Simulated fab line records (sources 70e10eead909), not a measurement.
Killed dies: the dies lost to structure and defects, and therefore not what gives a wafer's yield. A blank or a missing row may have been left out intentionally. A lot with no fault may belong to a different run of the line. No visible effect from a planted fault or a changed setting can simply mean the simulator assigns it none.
Matching of chambers | flow nandHarc | cmp-01 running NHARC_P_M1_CMP_23: 4 sister chambers
The step polishes, t overpolish 20 s, target thk 157.82 nm. 4 wafers are shown with their chamber, then 11 later ones without.

## WAFERS, EACH WITH ITS CHAMBER
wafer  | chamber | motorCurrentA (A)
L087.1 | 2       | 14.4
L089.1 | 3       | 10.8
L089.3 | 1       | 11.6
L088.1 | 0       | 11.7

## WAFERS WITH NO CHAMBER GIVEN
wafer  | motorCurrentA (A)
L088.2 | 14.7
L088.4 | 11.1
L092.4 | 11.8
L092.5 | 12.6
L092.6 | 14.6
L094.1 | 14.7
L094.2 | 11.4
L094.3 | 11.8
L097.1 | 12.3
L097.4 | 11.3
L097.5 | 11.1

## THE CHAMBER EACH PASSED THROUGH
wafer  | from the rows above          | in truth
L088.2 | 2                            | 2
L088.4 | can't be placed: 3 or 1 or 0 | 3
L092.4 | can't be placed: 0 or 1      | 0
L092.5 | can't be placed: 0 or 1      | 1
L092.6 | 2                            | 2
L094.1 | 2                            | 2
L094.2 | can't be placed: 1 or 0 or 3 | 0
L094.3 | can't be placed: 0 or 1      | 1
L097.1 | can't be placed: 0 or 1      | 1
L097.4 | can't be placed: 1 or 0 or 3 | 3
L097.5 | can't be placed: 3 or 1 or 0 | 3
3 of 11 placed correctly. Unplaceable from these rows: 8, with the true chamber sitting among the candidates in 8. 0 placed wrongly.
How it was worked out, from the rows above alone: a wafer's distance from a chamber is the root of the sum, over the readings, of the square of ((its reading less the chamber's mean) divided by the reading's scatter). If the next closest chamber is less than 2 further off than the closest, the wafer can't be placed; otherwise it belongs to the closest. For every chamber, the mean is computed from those of its wafers that are shown. The scatter: root of mean squared gap, hidden wafer to nearest shown wafer, with one shown wafer a chamber.
